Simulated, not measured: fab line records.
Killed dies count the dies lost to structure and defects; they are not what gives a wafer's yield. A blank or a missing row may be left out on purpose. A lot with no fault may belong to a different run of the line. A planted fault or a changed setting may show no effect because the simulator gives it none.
fab line records    flow n5Finfet
record lots=4  wafers=12  lastDay=15
route steps=1938 shown MIM_BOT_LITHO@1861 MIM_BOT_ETCH@1866 PASS1_CAP@1873 TV_LITHO@1875 TV_OPEN@1887 PASSIVATION@1936
lots that met no fault: taken from a fault-free run of the same line
startH: the number of hours between the record's first day and the start of the first shown wafer of the lot    waitH: time in hours since the lot's previous step    " unchanged from the row above    L1.1+2: one row covering several wafers at once    - no value, or no start was given    * or withheld: withheld    < > ~ a bound
route shown NAME@n: NAME is a module with steps in the file, n the number in the route of the first one    usual: the fault-free wafers' mean and standard deviation    same: alike in all rows    chamber/n: place in a boat    sites: per-site readings    _std_site: how widely they spread, as a standard deviation    _edge_site: mean of outer sites minus mean of inner sites    radiusMm: for every site, how far away it sits from the centre of the wafer    mask NAME#n: copy n    behind: the last tool/chamber to shape the wafer    hold: what put the lot on hold/how long, in hours/how the hold closed    device: names the non-switching transistor (n, p or np)    end of line: tests run on the same wafers once the route is complete    where a step has no rows: the recipe by itself    killed: at the first sort, the dies lost to defects and structure; wafer yield is something else    map: a wafer's dies, x killed, . not, _ none there
set.NAME: setting as actually run; set.NAME@STEP: the setting as run at that earlier step    model.NAME: the simulator's own value behind a step, which no gauge read
certain route steps with their lots: each step a table, each wafer a row
services: from which hour (startH, from the record's first day; less than 0 if before it) a tool's chamber was out of use, for how many hours, and why
## steps
# step N5_MIM_BOT_LITHO_HARDBAKE_09
# recipe tempC=130  timeS=120
# step N5_MIM_BOT_LITHO_DESCUM_10
# recipe chemistry=O2  timeS=7.9  sourcePowerW=50  biasPowerW=20  pressureMtorr=20  rfFrequencyHz=2.712e+07  tempC=40  o2FlowSccm=225
# step N5_MIM_BOT_ETCH_ETCH_04
# recipe chemistry=CF4/O2  target=SiNx  targetDepthA=260  timeS=13  ionEnergyEv=100  pressureMtorr=40  sourceW=535  biasW=49  Ar_flow_sccm=100  cf4FlowSccm=100  O2_flow_sccm=10
# step N5_MIM_BOT_ETCH_ETCH_03
# recipe chemistry=Cl2/BCl3  targetDepthA=120  pressureMtorr=8  icpW=800  biasW=100  Cl2_flow_sccm=20  bcl3FlowSccm=80
# step N5_MIM_BOT_ETCH_ETCH_00
# recipe chemistry=Cl2/BCl3  target=TiN  targetDepthA=455  ionEnergyEv=150  pressureMtorr=10  icpW=1000  biasW=126  Cl2_flow_sccm=53.25  bcl3FlowSccm=21.75  Ar_flow_sccm=25
# step N5_MIM_BOT_ETCH_STRIP_01
# recipe chemistry=O2  powerW=600  tempC=60  pressureMtorr=30  rfFrequencyHz=6e+07  biasPowerW=0  overashFraction=0.5  o2FlowSccm=225
# step N5_MIM_BOT_ETCH_STRIP_02
# recipe chemistry=postEtchResidueRemover  timeS=1200  tempC=72.5
# step N5_MIM_BOT_ETCH_CLEAN_05
# recipe chemistry=IPA  timeS=180  tempC=25
# step N5_MIM_BOT_ETCH_SRD_06
# recipe dry=ipaMarangoni  timeS=30  tempC=23  rinseLiquid=diw
# step N5_PASSIVATION_PECVD_55
# recipe material=SiO2  targetThkA=4000  tempC=400  precursor=SiH4/N2O  pressureTorr=2.7  rfW=608  timeS=22.5
# usual heaterPowerW=682/110  showerheadPlenumPTorr=8.21/0.1  throttleValvePct=51.7/2.5
lot.wafer  tool      chamber  startH  waitH  heaterPowerW  showerheadPlenumPTorr  throttleValvePct  model.SiO2_of_PASSIVATION_PECVD_55.thkNm
L477.2     pecvd-03  1        311.84  0.0    721           8.23                   50.1              395.2
L477.4     "         2        "       "      609           8.29                   47.2              395
L477.5     "         1        "       "      742           8.22                   49.6              400.8
L483.1     pecvd-03  1        331.65  0.0    689           8.22                   49.9              297.6
L483.3     "         0        "       "      551           8.22                   50.6              396.2
L483.5     "         1        "       "      684           8.21                   50.0              401
L484.1     pecvd-03  2        335.00  0.0    632           8.26                   47.4              291.6
L484.2     "         1        "       "      756           8.23                   49.9              292.2
L484.6     "         0        "       "      536           8.23                   51.2              401
L487.2     pecvd-04  0        362.91  0.0    910           7.97                   57.9              390.6
L487.3     "         2        "       "      669           8.25                   50.6              385.8
L487.5     "         0        "       "      754           7.96                   57.6              397.2
# step N5_PASSIVATION_PECVD_01
# recipe material=SiNx  targetThkA=2000  tempC=400  precursor=SiH4/NH3/N2  pressureTorr=4.9  rfW=1406  timeS=43.2
# step N5_PASSIVATION_HMDS_03
# recipe timeS=60  tempC=120
# step N5_PASSIVATION_COAT_04
# recipe spinRpm=*  resistThkNm=*
# step N5_PASSIVATION_EBR_06
# recipe solvent=PGMEA  ebrWidthMm=1.5
# step N5_PASSIVATION_SOFTBAKE_05
# recipe tempC=100  timeS=90
# step N5_PASSIVATION_EXPOSE_07
# recipe maskId=TV  na=0.55  sourceShape=conventional  sigmaOuter=0.8  polarization=unpolarized  defocusNm=0  targetCdNm=3000  doseMj=22.75
# step N5_PASSIVATION_PEB_08
# recipe pebTempC=withheld  pebTimeS=*
# step N5_PASSIVATION_DEVELOP_09
# recipe developTimeS=60  rinseLiquid=diw  dry=airSpin  devTempC=21
# step N5_PASSIVATION_HARDBAKE_11
# recipe tempC=130  timeS=120
# step N5_PASSIVATION_DESCUM_12
# recipe chemistry=O2  timeS=7.9  sourcePowerW=50  biasPowerW=20  pressureMtorr=20  rfFrequencyHz=2.712e+07  tempC=40  o2FlowSccm=225
# step N5_PASSIVATION_PASS_ETCH_74
# recipe chemistry=CF4/O2  target=SiNx  targetDepthA=2200  timeS=110  ionEnergyEv=100  pressureMtorr=40  sourceW=535  biasW=49  Ar_flow_sccm=100  cf4FlowSccm=100  O2_flow_sccm=10
# step N5_PASSIVATION_VIA_ETCH_13
# recipe chemistry=CHF3/O2  target=SiO2  targetDepthA=6600  CHF3_flow_sccm=50  O2_flow_sccm=5  Ar_flow_sccm=200  timeS=330  maskMaterial=PR  pressureMtorr=30  sourceW=650  biasW=170  ionEnergyEv=200  ends=cleared
# usual drypumpMotorCurrentA=5.9/0.48  etchRfOnTimeS=234/4.5  oesProductAu=0.75/0.07  rfVppV=521/10  showerheadPlenumPTorr=2.42/0.087  throttleValvePct=18.79/0.25
lot.wafer  tool        chamber  startH  waitH  drypumpMotorCurrentA  etchRfOnTimeS  oesProductAu  rfHoursCounterH  rfVppV  showerheadPlenumPTorr  throttleValvePct  model.coat_of_PASSIVATION_COAT_04.thkNm  model.TV_OPEN.cdOffsetNm
L477.2     rieDiel-02  2        312.63  0.0    6.4                   230            0.80          38               519     2.35                   18.93             *                                        2
L477.4     "           0        "       "      5.6                   228            0.78          -                513     2.36                   18.78             *                                        1.2
L477.5     "           1        "       "      5.2                   238            0.62          -                507     2.30                   19.40             *                                        1.2
L483.1     rieDiel-02  0        333.25  0.0    5.6                   172            0.77          58               514     2.36                   18.80             *                                        2.2
L483.3     "           3        "       "      6.2                   231            0.86          5                539     2.58                   18.69             *                                        1.8
L483.5     "           0        "       "      5.6                   231            0.77          -                514     2.36                   18.80             *                                        1.2
L484.1     rieDiel-01  3        337.21  0.0    5.4                   169            0.78          46               534     2.36                   18.50             *                                        2.2
L484.2     "           0        "       "      6.4                   174            0.69          153              514     2.40                   18.67             *                                        2.6
L484.6     "           0        "       "      6.4                   239            0.70          -                515     2.40                   18.67             *                                        1.4
L487.2     rieDiel-02  1        363.57  0.0    5.2                   224            0.90          2                538     2.59                   18.91             *                                        1.8
L487.3     "           0        "       "      5.6                   219            0.76          68               514     2.35                   18.83             *                                        1.6
L487.5     "           0        "       "      5.6                   228            0.77          -                513     2.35                   18.83             *                                        1.4
# step N5_PASSIVATION_STRIP_14
# recipe chemistry=O2  powerW=600  tempC=60  pressureMtorr=30  rfFrequencyHz=6e+07  biasPowerW=0  overashFraction=0.5  o2FlowSccm=225
# step N5_PASSIVATION_ETCH_15
# recipe chemistry=CF4/N2  target=SiCN  targetDepthA=750  taperDeg=2  timeS=81.2  ionEnergyEv=150  maskMaterial=SiNx  pressureMtorr=40  sourceW=430  biasW=70  Ar_flow_sccm=100  cf4FlowSccm=60  n2FlowSccm=60
# usual drypumpMotorCurrentA=5.9/0.48  oesProductAu=0.83/0.079  rfVppV=382.3/2.1  showerheadPlenumPTorr=2.21/0.081  throttleValvePct=15.32/0.23
lot.wafer  tool        chamber  startH  waitH  drypumpMotorCurrentA  oesProductAu  rfHoursCounterH  rfVppV  showerheadPlenumPTorr  throttleValvePct  model.TV_OPEN.cdOffsetNm
L477.2     rieDiel-02  2        -       -      6.4                   0.89          38               380.1   2.15                   15.46             1.8
L477.4     "           0        "       "      5.6                   0.87          -                379.8   2.15                   15.25             1
L477.5     "           1        "       "      5.2                   0.67          -                378.6   2.10                   15.88             1.2
L483.1     rieDiel-02  0        -       -      5.6                   0.86          59               381.3   2.14                   15.26             2.2
L483.3     "           3        "       "      6.2                   0.95          5                386.1   2.36                   15.18             1.8
L483.5     "           0        "       "      5.6                   0.87          -                381.4   2.14                   15.27             1.2
L484.1     rieDiel-01  3        -       -      5.3                   0.86          46               380.8   2.16                   15.07             2
L484.2     "           0        "       "      6.4                   0.77          153              382.9   2.20                   15.31             2.8
L484.6     "           0        "       "      6.5                   0.77          -                381.2   2.20                   15.30             1.4
L487.2     rieDiel-02  1        -       -      5.2                   1.01          2                385.9   2.36                   15.34             1.6
L487.3     "           0        "       "      5.6                   0.85          68               382.8   2.14                   15.27             1.4
L487.5     "           0        "       "      5.6                   0.86          -                380.7   2.14                   15.30             1.4
# step N5_PASSIVATION_STRIP_73
# recipe chemistry=postEtchResidueRemover  timeS=60  tempC=25  removerPh=withheld  removerWaterWtPct=withheld  removerFluorideWtPct=withheld
# step N5_PASSIVATION_PROBE_49
# usual defectLimitedYield=91.0/1.6  killed_at_M0_to_M3=35/11  killed_at_M4_up=14/5.3  killedAtContacts=13/6.7  killedAtFrontEnd=41/12  killedAtOther=3.9/2.7  killedDies=106/19  killedOpen=70/14  killedShort=35/8.8  sort_bin_5_function=5.3/1  sort_bin_6_memory=3.3/0.81  sortNPass=1073/19  sortYieldPct=91.0/1.6
# same grossDies=1180  killedAtBackSide=0  sort_bin_4_leakage[%]=0  sort_bin_8_speed[%]=0
lot.wafer  tool       chamber  startH  waitH  defectLimitedYield[%]  killed_at_M0_to_M3  killed_at_M4_up  killedAtContacts  killedAtFrontEnd  killedAtOther  killedDies  killedOpen  killedShort  sort_bin_5_function[%]  sort_bin_6_memory[%]  sortNPass  sortYieldPct[%]
L483.1     prober-01  -        339.96  0.0    91.9                   41                  15               0                 36                4              96          67          27           5.0                     3.1                   1084       91.9
L483.3     prober-01  -        340.06  0.1    89.7                   58                  12               6                 41                4              121         85          35           6.8                     3.2                   1059       89.7
L483.5     prober-01  -        340.16  0.2    94.9                   19                  13               6                 20                2              60          39          19           3.6                     1.5                   1120       94.9
# killed by level:class
L483.1 FIN_SAQP:geometricParticle:open=17 BEOL_M3:geometricParticle:open=10 BEOL_M0_SAQP:geometricParticle:short=9 BEOL_M0_SAQP:geometricParticle:open=8 BEOL_M4:geometricParticle:open=7 BEOL_M2:geometricParticle:open=5 GATE_CUT:geometricParticle:short=4 FIN_SAQP:geometricParticle:short=3
L483.3 FIN_SAQP:geometricParticle:open=20 BEOL_M0_SAQP:geometricParticle:open=20 BEOL_M0_SAQP:geometricParticle:short=16 BEOL_M1:geometricParticle:open=7 BEOL_M3:geometricParticle:open=6 MOL_CONTACT_COAG:geometricParticle:open=5 FIN_SAQP:geometricParticle:short=4 DUMMY_GATE:geometricParticle:open=3
L483.5 BEOL_M2:geometricParticle:open=5 BEOL_M3:geometricParticle:open=5 MOL_CONTACT_COAG:geometricParticle:open=4 BEOL_M4:geometricParticle:open=4 FIN_SAQP:geometricParticle:short=3 FIN_SAQP:geometricParticle:open=3 STI_FIN_REVEAL:geometricParticle:open=3 GATE_CUT:geometricParticle:short=3
## services
tool        chamber  startH  hours  kind
rieDiel-02  3        302.17  -      clean
rieDiel-02  3        302.17  -      consumableReplace:focusRing
rieDiel-02  3        302.17  -      consumableReplace:showerhead
rieDiel-02  3        302.17  17.7   scheduledDown
rieDiel-02  3        302.17  17.7   ventCycle
pecvd-04    1        307.59  2.1    scheduledDown
rieDiel-02  1        320.25  -      clean
rieDiel-02  1        320.25  -      consumableReplace:esc
rieDiel-02  1        320.25  -      consumableReplace:focusRing
rieDiel-02  1        320.25  -      consumableReplace:showerhead
rieDiel-02  1        320.25  34.3   scheduledDown
rieDiel-02  1        320.25  34.3   ventCycle
pecvd-03    -        324.74  0.7    repair
## key
firstSign step=N5_PASSIVATION_VIA_ETCH_13  reading=etchRfOnTimeS  direction=down  sigmas=14  usual=*  struck=*
effect none on later readings
modelEffect step=N5_PASSIVATION_PECVD_55  value=SiO2_of_PASSIVATION_PECVD_55.thkNm  without=393.4  struck=293.8
modelEffect step=N5_PASSIVATION_VIA_ETCH_13  value=coat_of_PASSIVATION_COAT_04.thkNm  without=*  struck=*
modelEffect step=N5_PASSIVATION_ETCH_15  value=TV_OPEN.cdOffsetNm  without=1.2  struck=2.333
metAt N5_PASSIVATION_PECVD_55
struckWafers L483.1,L484.1,L484.2
onsetBetween 311.84 331.65
fault kind=processParameterDrift  tool=pecvd-03  chamber=-  onsetH=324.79  steps=N5_PASSIVATION_PECVD_55  channel=timeS  offset=*  shape=step  endH=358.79  scope=struckWafersOnly  actsIn=*  stated=*
